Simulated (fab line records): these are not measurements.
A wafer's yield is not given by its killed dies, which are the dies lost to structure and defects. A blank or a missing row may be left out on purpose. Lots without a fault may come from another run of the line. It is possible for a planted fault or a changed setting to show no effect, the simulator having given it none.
A lot that was struck, set against a sound lot ; flow n5-finfet ; 36 steps out of a route of 1938
Sound: the wafers L720.1, L720.3, L720.4. Wafers L731.1, L731.2, L731.6 were the ones struck. The cause is named last.
Each step with rows lists, per side, the tool, then ch with its chambers, then its first start. Under that, the readings that differ: sound wafers ; struck wafers ; difference of the means ; sigmas: that difference in standard deviations of wafers without a fault.
alike: readings whose means differ by less than 2 such deviations, and words and numbers that are the same on both sides. not compared: withheld readings, readings that some wafer has no value for, bounds like >300 that may hide the same value, and numbers for which the record gives no deviation and whose values overlap.
The two part at a step that has a row with sigmas, a row that says differs or no value, or rows on one side only. Non-overlapping numbers with no deviation appear without sigmas and do not part them. Lack of a reading on every wafer of one side parts them only where that side has two or more wafers.

first, 10 steps without rows for these wafers: N5_PMOS_HMC_CHANNEL_EPI_DESCUM_14 (chemistry O2, time 7.9 s); N5_PMOS_HMC_CHANNEL_EPI_ETCH_32 (etches BARC in N2/H2, stops on SiO2, target depth 85.8 nm, time 50.3 s); N5_PMOS_HMC_CHANNEL_EPI_HM_OPEN_15 (chemistry CHF3/O2, target SiO2, target depth 40.6 nm, time 20.3 s); N5_PMOS_HMC_CHANNEL_EPI_STRIP_33 (strips in N2/H2); N5_PMOS_HMC_CHANNEL_EPI_STRIP_17 (strips in SPM, time 750 s); N5_PMOS_HMC_CHANNEL_EPI_ETCH_38 (etches SiO2 in CF4, target depth 1.5 nm); N5_PMOS_HMC_CHANNEL_EPI_FIN_RECESS_16 (chemistry HBr/Cl2, target Si, target depth 54 nm, time 18 s); N5_PMOS_HMC_CHANNEL_EPI_PRECLEAN_36 (cleans in O3/DIW, time 45 s); N5_PMOS_HMC_CHANNEL_EPI_PRECLEAN_18 (cleans in DHF, time 30 s); N5_PMOS_HMC_CHANNEL_EPI_SRD_19 (time 30 s).
N5_PMOS_HMC_CHANNEL_EPI_EPI_20: deposits SiGe30, target thk 59 nm.
  sound on epi-rpcvd-01 ch 0, day 1 18:07; struck on epi-rpcvd-01 ch 0, day 4 12:01
then, 24 steps without rows for these wafers: N5_PMOS_HMC_CHANNEL_EPI_HM_STRIP_35 (strips SiO2 in dHF, material SiO2, target depth 39.6 nm, time 216 s); N5_PMOS_HMC_CHANNEL_EPI_SRD_39 (time 30 s); N5_PMOS_HMC_CHANNEL_EPI_CMP_21 (polishes SiGe30, target thk 54 nm); N5_PMOS_HMC_CHANNEL_EPI_PRECLEAN_40 (cleans in DHF, time 30 s); N5_PMOS_HMC_CHANNEL_EPI_PRECLEAN_37 (cleans in O3/DIW, time 45 s); N5_PMOS_HMC_CHANNEL_EPI_PRECLEAN_24 (cleans in DHF, time 30 s); N5_PMOS_HMC_CHANNEL_EPI_SRD_25 (time 30 s); N5_PMOS_HMC_CHANNEL_EPI_EPI_26 (deposits Si from SiH4/H2, target thk 3.8 nm, time 22.7 s); N5_FIN_SAQP_PRECLEAN_42 (cleans in O3/DIW, time 60 s); N5_FIN_SAQP_PRECLEAN_00 (cleans in SC1, time 60 s); N5_FIN_SAQP_PRECLEAN_44 (cleans in SC2, time 45 s); N5_FIN_SAQP_SRD_01 (time 30 s); N5_FIN_SAQP_ALD_61 (deposits SiO2, target thk 4 nm, pulse time 1 s, purge time 2 s); N5_FIN_SAQP_DENSIFY_62 (time 60 s); N5_FIN_SAQP_HM_DEP_03 (deposits SiNx from SiH4/NH3/N2, target thk 38 nm, time 33.6 s); N5_FIN_SAQP_PECVD_47 (deposits a-Si from SiH4/He, target thk 45 nm, time 36.3 s); N5_FIN_SAQP_PECVD_48 (deposits SiNx from SiH4/NH3/N2, target thk 25 nm, time 22.1 s); N5_FIN_SAQP_PECVD_06 (deposits a-Si from SiH4/He, target thk 60 nm, time 48.1 s); N5_FIN_SAQP_HM_DEP_72 (deposits SiO2 from SiH4/N2O, target thk 12 nm, time 7.2 s); N5_FIN_SAQP_COAT_49 (time 60 s, resist thk 100 nm); N5_FIN_SAQP_COAT_50 (time 60 s, resist thk 35 nm); N5_FIN_SAQP_COAT_10 (resist thk 90 nm); N5_FIN_SAQP_EBR_12; N5_FIN_SAQP_SOFTBAKE_11 (time 60 s).
-- here the record skips 13 days between the struck wafers' starts before and after, leaving off in module FIN_SAQP and picking up in module PASSIVATION (first step shown: number 1936 of the route) --
N5_PASSIVATION_PROBE_49:
  sound on prober-01, day 13 08:47; struck on prober-02, day 17 06:17
reading;sound;struck;difference;sigmas
defect-limited-yield (%);92.5 91.3 91.9;86.4 87.5 83.7;-6.0;-4
killed-at-front-end;33 49 37;99 98 110;+63;+6
killed-dies;88 103 96;160 147 192;+71;+4
killed-on-rim;13 12 4;30 27 22;+17;+4
sort_bin_5_function (%);4.4 5.2 5.5;9.1 7.4 10.3;+3.9;+4
sort-n-pass;1092 1077 1084;1020 1033 988;-71;-3
sort-yield-pct (%);92.5 91.3 91.9;86.4 87.5 83.7;-6.0;-4
  alike: killed_at_M0_to_M3, killed_at_M4_up, killed-at-contacts, killed-at-other, killed-open, killed-short, sort_bin_6_memory, sort_bin_8_speed

== WHERE THEY PART ==
At N5_PASSIVATION_PROBE_49 and nowhere else, as far as this record goes.

WHY: what the simulator had put in
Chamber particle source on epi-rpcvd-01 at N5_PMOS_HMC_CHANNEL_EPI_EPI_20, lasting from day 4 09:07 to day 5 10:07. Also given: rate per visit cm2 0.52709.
